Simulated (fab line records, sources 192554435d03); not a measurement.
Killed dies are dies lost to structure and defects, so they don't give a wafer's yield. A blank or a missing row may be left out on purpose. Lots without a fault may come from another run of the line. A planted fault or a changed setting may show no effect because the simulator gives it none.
Which tool did it? | flow n5_finfet | 24 lots, 72 wafers sampled, at 5 steps of a route of 1938

WHAT THE GAUGES READ, wafer by wafer
N5_BEOL_M6_CD_MEAS_35: target cd 40 nm, target cd y 28 nm. Usual: cd_nm 40.0 nm, standard deviation 0.5.
lot  | measured     | on        | cd_nm (nm)     | flag
L074 | day 8 19:52  | cd_sem-03 | 40.0 40.1 39.6 |
L075 | day 9 01:56  | cd_sem-03 | 40.4 39.8 40.5 |
L076 | day 9 08:46  | cd_sem-01 | 39.2 40.4 39.3 |
L079 | day 9 20:27  | cd_sem-03 | 39.5 40.0 39.7 |
L077 | day 10 03:13 | cd_sem-01 | 40.9 40.4 40.7 |
L078 | day 10 03:17 | cd_sem-03 | 40.1 39.8 40.0 |
L080 | day 10 10:04 | cd_sem-03 | 40.8 40.2 39.8 |
L081 | day 10 21:47 | cd_sem-01 | 40.5 40.1 39.5 |
L082 | day 11 03:07 | cd_sem-02 | 39.3 39.5 39.9 |
L083 | day 11 12:02 | cd_sem-02 | 40.6 40.4 40.6 |
L084 | day 11 21:17 | cd_sem-01 | 39.3 39.2 39.9 |
L086 | day 12 00:34 | cd_sem-01 | 39.8 38.7 39.7 |
L085 | day 12 04:49 | cd_sem-02 | 39.2 39.7 39.2 |
L087 | day 12 05:12 | cd_sem-02 | 40.5 39.1 39.6 |
L088 | day 12 06:57 | cd_sem-01 | 39.8 39.8 39.8 |
L090 | day 12 22:04 | cd_sem-03 | 40.5 40.5 40.4 |
L089 | day 13 04:29 | cd_sem-03 | 40.5 39.3 40.1 |
L091 | day 13 08:26 | cd_sem-02 | 39.4 39.4 40.5 |
L092 | day 13 10:45 | cd_sem-03 | 40.6 40.3 40.6 |
L093 | day 13 17:47 | cd_sem-03 | 40.1 40.0 40.0 |
L094 | day 13 18:26 | cd_sem-03 | 40.6 40.2 39.9 |
L095 | day 14 12:05 | cd_sem-02 | 41.1 40.3 40.6 |
L096 | day 14 12:29 | cd_sem-02 | 39.5 40.3 40.2 |
L097 | day 14 21:05 | cd_sem-03 | 40.3 40.7 40.5 |

N5_BEOL_M6_RS_MEAS_57: measures by four-point-probe. Usual: M6_RS 0.288 ohm/sq, standard deviation 0.0082.
lot  | measured     | on            | M6_RS (ohm/sq)    | flag
L074 | day 8 22:23  | film_metro-01 | 0.292 0.293 0.280 |
L075 | day 9 04:34  | film_metro-01 | 0.292 0.293 0.288 |
L076 | day 9 11:51  | film_metro-01 | 0.296 0.304 0.289 |
L079 | day 10 02:37 | film_metro-01 | 0.280 0.278 0.283 |
L077 | day 10 05:07 | film_metro-02 | 0.284 0.279 0.294 |
L078 | day 10 05:11 | film_metro-01 | 0.302 0.294 0.294 |
L080 | day 10 12:19 | film_metro-01 | 0.282 0.303 0.284 |
L081 | day 11 00:19 | film_metro-02 | 0.309 0.284 0.307 |
L082 | day 11 05:18 | film_metro-02 | 0.281 0.283 0.278 |
L083 | day 11 15:04 | film_metro-02 | 0.284 0.300 0.287 |
L084 | day 11 23:34 | film_metro-01 | 0.293 0.274 0.277 |
L086 | day 12 03:57 | film_metro-01 | 0.283 0.283 0.290 |
L085 | day 12 08:04 | film_metro-01 | 0.288 0.285 0.294 |
L087 | day 12 08:37 | film_metro-01 | 0.290 0.278 0.287 |
L088 | day 12 09:25 | film_metro-01 | 0.284 0.291 0.284 |
L090 | day 13 00:55 | film_metro-02 | 0.278 0.285 0.275 |
L089 | day 13 06:46 | film_metro-02 | 0.281 0.286 0.297 |
L091 | day 13 11:13 | film_metro-02 | 0.301 0.293 0.308 |
L092 | day 13 13:48 | film_metro-01 | 0.283 0.284 0.292 |
L093 | day 13 19:44 | film_metro-02 | 0.279 0.287 0.289 |
L094 | day 13 21:11 | film_metro-02 | 0.299 0.289 0.286 |
L095 | day 14 14:41 | film_metro-01 | 0.299 0.285 0.289 |
L096 | day 14 15:16 | film_metro-02 | 0.285 0.276 0.278 |
L097 | day 15 00:53 | film_metro-01 | 0.295 0.295 0.288 |

WHICH TOOL RAN EACH LOT (tool, then ch and the chambers of the sampled wafers, then the start)
lot  | N5_BEOL_M6_ETCH_65                 | N5_BEOL_M6_TRENCH_ETCH_37                     | N5_BEOL_M6_ANNEAL_51
L074 | rie_diel-05 ch 2,3, day 8 19:20    | rie_diel-05 ch 2,3, day 8 19:52 or earlier    | rtp_anneal-02 ch 0, day 8 21:40
L075 | rie_diel-02 ch 0,3, day 9 01:25    | rie_diel-02 ch 0,3, day 9 01:56 or earlier    | rtp_anneal-02 ch 0, day 9 03:48
L076 | rie_diel-02 ch 0,2,3, day 9 08:14  | rie_diel-02 ch 0,2,3, day 9 08:46 or earlier  | rtp_anneal-01 ch 0, day 9 11:03
L079 | rie_diel-06 ch 1,3, day 9 19:55    | rie_diel-06 ch 1,3, day 9 20:27 or earlier    | rtp_anneal-02 ch 0, day 10 01:53
L077 | rie_diel-05 ch 0,1,3, day 10 02:41 | rie_diel-05 ch 0,1,3, day 10 03:13 or earlier | rtp_anneal-02 ch 0, day 10 04:22
L078 | rie_diel-02 ch 0,1,3, day 10 02:45 | rie_diel-02 ch 0,1,3, day 10 03:17 or earlier | rtp_anneal-01 ch 0, day 10 04:27
L080 | rie_diel-05 ch 2,3, day 10 09:32   | rie_diel-05 ch 2,3, day 10 10:04 or earlier   | rtp_anneal-01 ch 0, day 10 11:35
L081 | rie_diel-02 ch 1,2,3, day 10 21:16 | rie_diel-02 ch 1,2,3, day 10 21:47 or earlier | rtp_anneal-02 ch 0, day 10 23:34
L082 | rie_diel-05 ch 1,2, day 11 02:35   | rie_diel-05 ch 1,2, day 11 03:07 or earlier   | rtp_anneal-02 ch 0, day 11 04:34
L083 | rie_diel-06 ch 1,2,3, day 11 11:31 | rie_diel-06 ch 1,2,3, day 11 12:02 or earlier | rtp_anneal-02 ch 0, day 11 14:26
L084 | rie_diel-02 ch 0,1,3, day 11 20:45 | rie_diel-02 ch 0,1,3, day 11 21:17 or earlier | rtp_anneal-02 ch 0, day 11 22:53
L086 | rie_diel-02 ch 0,1,3, day 12 00:02 | rie_diel-02 ch 0,1,3, day 12 00:34 or earlier | rtp_anneal-01 ch 0, day 12 03:14
L085 | rie_diel-06 ch 1,2, day 12 04:16   | rie_diel-06 ch 1,2, day 12 04:49 or earlier   | rtp_anneal-01 ch 0, day 12 07:23
L087 | rie_diel-06 ch 1,2, day 12 04:40   | rie_diel-06 ch 1,2, day 12 05:12 or earlier   | rtp_anneal-01 ch 0, day 12 07:52
L088 | rie_diel-02 ch 0,1,3, day 12 06:26 | rie_diel-02 ch 0,1,3, day 12 06:57 or earlier | rtp_anneal-01 ch 0, day 12 08:41
L090 | rie_diel-05 ch 0,1, day 12 21:31   | rie_diel-05 ch 0,1, day 12 22:04 or earlier   | rtp_anneal-02 ch 0, day 13 00:16
L089 | rie_diel-06 ch 0,1,2, day 13 03:56 | rie_diel-06 ch 0,1,2, day 13 04:29 or earlier | rtp_anneal-01 ch 0, day 13 06:05
L091 | rie_diel-05 ch 2,3, day 13 07:54   | rie_diel-05 ch 2,3, day 13 08:26 or earlier   | rtp_anneal-01 ch 0, day 13 10:32
L092 | rie_diel-06 ch 0,3, day 13 10:13   | rie_diel-06 ch 0,3, day 13 10:45 or earlier   | rtp_anneal-02 ch 0, day 13 13:07
L093 | rie_diel-06 ch 0,2,3, day 13 17:10 | rie_diel-06 ch 0,2,3, day 13 17:47 or earlier | rtp_anneal-01 ch 0, day 13 19:01
L094 | rie_diel-06 ch 1,2,3, day 13 17:53 | rie_diel-06 ch 1,2,3, day 13 18:26 or earlier | rtp_anneal-02 ch 0, day 13 20:28
L095 | rie_diel-05 ch 0,1,3, day 14 11:34 | rie_diel-05 ch 0,1,3, day 14 12:05 or earlier | rtp_anneal-01 ch 0, day 14 13:55
L096 | rie_diel-05 ch 0,2, day 14 11:58   | rie_diel-05 ch 0,2, day 14 12:29 or earlier   | rtp_anneal-02 ch 0, day 14 14:25
L097 | rie_diel-02 ch 0,2,3, day 14 20:33 | rie_diel-02 ch 0,2,3, day 14 21:05 or earlier | rtp_anneal-02 ch 0, day 15 00:13
- N5_BEOL_M6_ETCH_65: etches SiARC in CF4, target depth 15.6 nm, time 26 s.
- N5_BEOL_M6_TRENCH_ETCH_37: etches SiCOH lowk in C4F6/O2, target depth 94.435 nm, time 31.5 s.
- N5_BEOL_M6_ANNEAL_51: time 90 s.

WHAT THE TOOLS THEMSELVES READ (means of the sampled wafers that have a number; where no wafer has one, the mark that the record gives instead)
N5_BEOL_M6_ETCH_65. Usual: bias_w 36.01 W, standard deviation 0.099; drypump_motor_current_A 5.7 A, standard deviation 0.47; etch_rf_on_time_s 26.0 s, standard deviation 0.48; oes_product_au 0.68 a.u., standard deviation 0.076; rf_vpp_V 184.5 V, standard deviation 1.2; showerhead_plenum_p_Torr 2.17 Torr, standard deviation 0.079; throttle_valve_pct 15.61 %, standard deviation 0.23.
lot  | tool        | bias_w (W) | drypump_motor_current_A (A) | etch_rf_on_time_s (s) | oes_product_au (a.u.) | rf_vpp_V (V) | showerhead_plenum_p_Torr (Torr) | throttle_valve_pct (%) | flag
L074 | rie_diel-05 | 35.91      | 5.3                         | 26.0                  | 0.71                  | 184.4        | 2.26                            | 15.51                  |
L075 | rie_diel-02 | 35.98      | 6.2                         | 26.1                  | 0.61                  | 184.0        | 2.12                            | 15.54                  |
L076 | rie_diel-02 | 36.04      | 6.0                         | 26.2                  | 0.61                  | 184.6        | 2.15                            | 15.59                  |
L079 | rie_diel-06 | 36.13      | 5.8                         | 25.4                  | 0.77                  | 185.5        | 2.27                            | 15.52                  |
L077 | rie_diel-05 | 36.01      | 5.3                         | 26.1                  | 0.68                  | 184.5        | 2.15                            | 15.60                  |
L078 | rie_diel-02 | 36.02      | 6.3                         | 26.1                  | 0.63                  | 184.2        | 2.16                            | 15.53                  |
L080 | rie_diel-05 | 35.91      | 5.3                         | 26.2                  | 0.69                  | 185.9        | 2.25                            | 15.54                  |
L081 | rie_diel-02 | 36.02      | 6.1                         | 26.3                  | 0.71                  | 184.2        | 2.18                            | 15.41                  |
L082 | rie_diel-05 | 36.06      | 5.4                         | 26.6                  | 0.71                  | 184.8        | 2.23                            | 15.59                  |
L083 | rie_diel-06 | 36.01      | 5.6                         | 25.6                  | 0.70                  | 184.7        | 2.19                            | 15.73                  |
L084 | rie_diel-02 | 36.03      | 6.2                         | 26.0                  | 0.69                  | 183.7        | 2.15                            | 15.39                  |
L086 | rie_diel-02 | 36.02      | 6.2                         | 26.1                  | 0.70                  | 184.6        | 2.15                            | 15.39                  |
L085 | rie_diel-06 | 36.07      | 5.6                         | 25.5                  | 0.72                  | 184.1        | 2.19                            | 15.84                  |
L087 | rie_diel-06 | 35.92      | 5.4                         | 25.6                  | 0.66                  | 184.0        | 2.11                            | 15.92                  |
L088 | rie_diel-02 | 35.93      | 6.2                         | 26.1                  | 0.69                  | 183.2        | 2.15                            | 15.39                  |
L090 | rie_diel-05 | 36.02      | 5.7                         | 25.9                  | 0.72                  | 184.3        | 2.11                            | 15.47                  |
L089 | rie_diel-06 | 36.05      | 5.6                         | 26.0                  | 0.71                  | 183.6        | 2.13                            | 15.78                  |
L091 | rie_diel-05 | 36.01      | 5.0                         | 26.3                  | 0.62                  | 184.4        | 2.22                            | 15.70                  |
L092 | rie_diel-06 | 36.04      | 5.8                         | 25.8                  | 0.76                  | 184.3        | 2.15                            | 15.51                  |
L093 | rie_diel-06 | 36.03      | 5.6                         | 25.9                  | 0.69                  | 183.3        | 2.13                            | 15.70                  |
L094 | rie_diel-06 | 36.02      | 5.6                         | 25.7                  | 0.68                  | 184.6        | 2.18                            | 15.78                  |
L095 | rie_diel-05 | 36.02      | 5.3                         | 26.2                  | 0.64                  | 183.9        | 2.14                            | 15.68                  |
L096 | rie_diel-05 | 35.94      | 5.8                         | 26.1                  | 0.71                  | 184.1        | 2.14                            | 15.36                  |
L097 | rie_diel-02 | 36.02      | 6.0                         | 26.2                  | 0.65                  | 183.3        | 2.13                            | 15.51                  |

N5_BEOL_M6_TRENCH_ETCH_37. Usual: C4F6_flow_sccm 10.002 sccm, standard deviation 0.027; bias_w 184.9 W, standard deviation 0.57; drypump_motor_current_A 5.7 A, standard deviation 0.46; oes_product_au 0.79 a.u., standard deviation 0.088; rf_vpp_V 671 V, standard deviation 6.4; showerhead_plenum_p_Torr 2.89 Torr, standard deviation 0.1; throttle_valve_pct 20.90 %, standard deviation 0.23.
lot  | tool        | C4F6_flow_sccm (sccm) | bias_w (W) | drypump_motor_current_A (A) | oes_product_au (a.u.) | rf_vpp_V (V) | showerhead_plenum_p_Torr (Torr) | throttle_valve_pct (%) | flag
L074 | rie_diel-05 | 9.979                 | 185.7      | 5.3                         | 0.83                  | 670          | 2.99                            | 20.81                  |
L075 | rie_diel-02 | 9.983                 | 185.1      | 6.2                         | 0.71                  | 671          | 2.82                            | 20.78                  |
L076 | rie_diel-02 | 10.037                | 185.0      | 6.0                         | 0.71                  | 673          | 2.85                            | 20.82                  |
L079 | rie_diel-06 | 9.981                 | 184.5      | 5.8                         | 0.90                  | 676          | 3.01                            | 20.91                  |
L077 | rie_diel-05 | 10.004                | 185.3      | 5.3                         | 0.79                  | 672          | 2.86                            | 20.88                  |
L078 | rie_diel-02 | 10.006                | 184.5      | 6.3                         | 0.73                  | 670          | 2.87                            | 20.76                  |
L080 | rie_diel-05 | 10.033                | 184.2      | 5.3                         | 0.82                  | 671          | 2.99                            | 20.82                  |
L081 | rie_diel-02 | 10.019                | 184.8      | 6.1                         | 0.83                  | 674          | 2.89                            | 20.67                  |
L082 | rie_diel-05 | 10.028                | 184.7      | 5.4                         | 0.84                  | 676          | 2.96                            | 20.91                  |
L083 | rie_diel-06 | 10.012                | 185.1      | 5.6                         | 0.82                  | 673          | 2.91                            | 21.08                  |
L084 | rie_diel-02 | 9.998                 | 185.3      | 6.2                         | 0.82                  | 670          | 2.86                            | 20.65                  |
L086 | rie_diel-02 | 9.988                 | 185.2      | 6.2                         | 0.82                  | 671          | 2.86                            | 20.65                  |
L085 | rie_diel-06 | 10.026                | 184.0      | 5.6                         | 0.83                  | 672          | 2.91                            | 21.20                  |
L087 | rie_diel-06 | 10.007                | 185.1      | 5.4                         | 0.76                  | 668          | 2.80                            | 21.24                  |
L088 | rie_diel-02 | 9.973                 | 184.8      | 6.3                         | 0.81                  | 669          | 2.86                            | 20.65                  |
L090 | rie_diel-05 | 10.008                | 184.9      | 5.7                         | 0.83                  | 669          | 2.80                            | 20.78                  |
L089 | rie_diel-06 | 10.016                | 184.9      | 5.6                         | 0.83                  | 665          | 2.83                            | 21.13                  |
L091 | rie_diel-05 | 9.995                 | 185.0      | 5.0                         | 0.72                  | 671          | 2.95                            | 20.93                  |
L092 | rie_diel-06 | 9.996                 | 185.5      | 5.8                         | 0.88                  | 662          | 2.86                            | 20.89                  |
L093 | rie_diel-06 | 9.989                 | 185.5      | 5.5                         | 0.80                  | 665          | 2.82                            | 21.02                  |
L094 | rie_diel-06 | 10.017                | 184.8      | 5.6                         | 0.80                  | 671          | 2.90                            | 21.12                  |
L095 | rie_diel-05 | 10.030                | 185.1      | 5.3                         | 0.76                  | 671          | 2.84                            | 20.95                  |
L096 | rie_diel-05 | 9.999                 | 184.8      | 5.8                         | 0.83                  | 665          | 2.84                            | 20.66                  |
L097 | rie_diel-02 | 10.004                | 184.8      | 6.0                         | 0.76                  | 673          | 2.83                            | 20.76                  |

N5_BEOL_M6_ANNEAL_51. Usual: wafer_temp_C_max 226.25, standard deviation 0.25.
lot  | tool          | wafer_temp_C_max | flag
L074 | rtp_anneal-02 | 226.17           |
L075 | rtp_anneal-02 | 226.11           |
L076 | rtp_anneal-01 | 226.07           |
L079 | rtp_anneal-02 | 226.14           |
L077 | rtp_anneal-02 | 226.19           |
L078 | rtp_anneal-01 | 226.11           |
L080 | rtp_anneal-01 | 226.36           |
L081 | rtp_anneal-02 | 226.25           |
L082 | rtp_anneal-02 | 226.43           |
L083 | rtp_anneal-02 | 226.25           |
L084 | rtp_anneal-02 | 226.16           |
L086 | rtp_anneal-01 | 225.94           |
L085 | rtp_anneal-01 | 226.40           |
L087 | rtp_anneal-01 | 226.19           |
L088 | rtp_anneal-01 | 226.46           |
L090 | rtp_anneal-02 | 226.43           |
L089 | rtp_anneal-01 | 226.32           |
L091 | rtp_anneal-01 | 226.13           |
L092 | rtp_anneal-02 | 226.27           |
L093 | rtp_anneal-01 | 226.34           |
L094 | rtp_anneal-02 | 226.36           |
L095 | rtp_anneal-01 | 226.37           |
L096 | rtp_anneal-02 | 226.22           |
L097 | rtp_anneal-02 | 226.21           |

THE ANSWER, worked out from the rows above alone
Rule: a lot is off if the mean of its wafers that have a number lies more than 3 standard deviations from the usual mean. A lot without any number at a reading at which 4 lots or more have one is off too. The other lots that the step has rows for count as sound. The gauges are gone through in route order, then the tools' own readings, and for those a lot's mean is taken as printed above. The first step at which some lot is off is used, and at that step the reading that is off furthest; a lot without a number counts as furthest.
No lot is off at any reading shown: from this, nothing can be told.

WHAT THE SIMULATOR HAD PUT IN
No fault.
